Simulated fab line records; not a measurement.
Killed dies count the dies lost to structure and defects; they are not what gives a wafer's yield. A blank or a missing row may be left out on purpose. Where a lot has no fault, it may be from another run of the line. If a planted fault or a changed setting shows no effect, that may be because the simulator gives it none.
What tool caused it? ; flow n5-finfet ; 6 lots, 16 wafers sampled, at 3 steps of a route of 1938

WHAT THE GAUGES SHOWED, per wafer
N5_BEOL_M1_CD_MEAS_11: the cd target is 17.05 nm.
lot;measured;on;cd-nm (nm)
L910;day 6 12:46;cd-sem-01;16.82 16.99
L914;day 7 06:31;cd-sem-03;17.17 17.28 16.98
L917;day 8 01:01;cd-sem-03;17.25 16.90 16.98
L925;day 10 13:14;cd-sem-02;17.04 16.82 17.01
L930;day 11 04:13;cd-sem-02;17.06 17.21 17.51
L932;day 11 12:03;cd-sem-02;17.22 16.93

WHAT TOOL EACH LOT RAN ON (gives the tool, then ch and the chambers of the sampled wafers, and finally the start)
lot;N5_BEOL_M1_HM_DEP_02;N5_BEOL_M1_COAT_05
L910;pvd-sputter-02, day 6 12:23;litho-track-01 ch 0, day 6 12:31
L914;pvd-sputter-01, day 7 06:07;litho-track-04 ch 0, day 7 06:15
L917;pvd-sputter-03, day 8 00:29;litho-track-03 ch 0, day 8 00:38
L925;pvd-sputter-01, day 10 12:43;litho-track-04 ch 0, day 10 12:51
L930;pvd-sputter-01, day 11 03:49;litho-track-03 ch 0, day 11 03:57
L932;pvd-sputter-02, day 11 11:35;litho-track-01 ch 0, day 11 11:40
- N5_BEOL_M1_HM_DEP_02: deposits TiN, target thk 20 nm.
- N5_BEOL_M1_COAT_05: resist thk 30 nm.

THE ANSWER, worked out from the rows above alone
Rule: the lots themselves supply what counts as usual. Put in order of their means at a reading, lots are off if they are a third of the lots or fewer, leave a main group of 4 or more, and stand apart from it by a gap of 3 or more times the standard deviation of the main group's means; of several such gaps the widest counts. A main group whose means are all the same, to the digits that the tables above print for the reading, isn't used. Also off: a lot with no number at a reading for which 4 or more lots have one. The other lots that the step has rows for count as sound.
None of the lots is off at any reading shown; this tells nothing.

WHAT THE SIMULATOR HAD PUT IN
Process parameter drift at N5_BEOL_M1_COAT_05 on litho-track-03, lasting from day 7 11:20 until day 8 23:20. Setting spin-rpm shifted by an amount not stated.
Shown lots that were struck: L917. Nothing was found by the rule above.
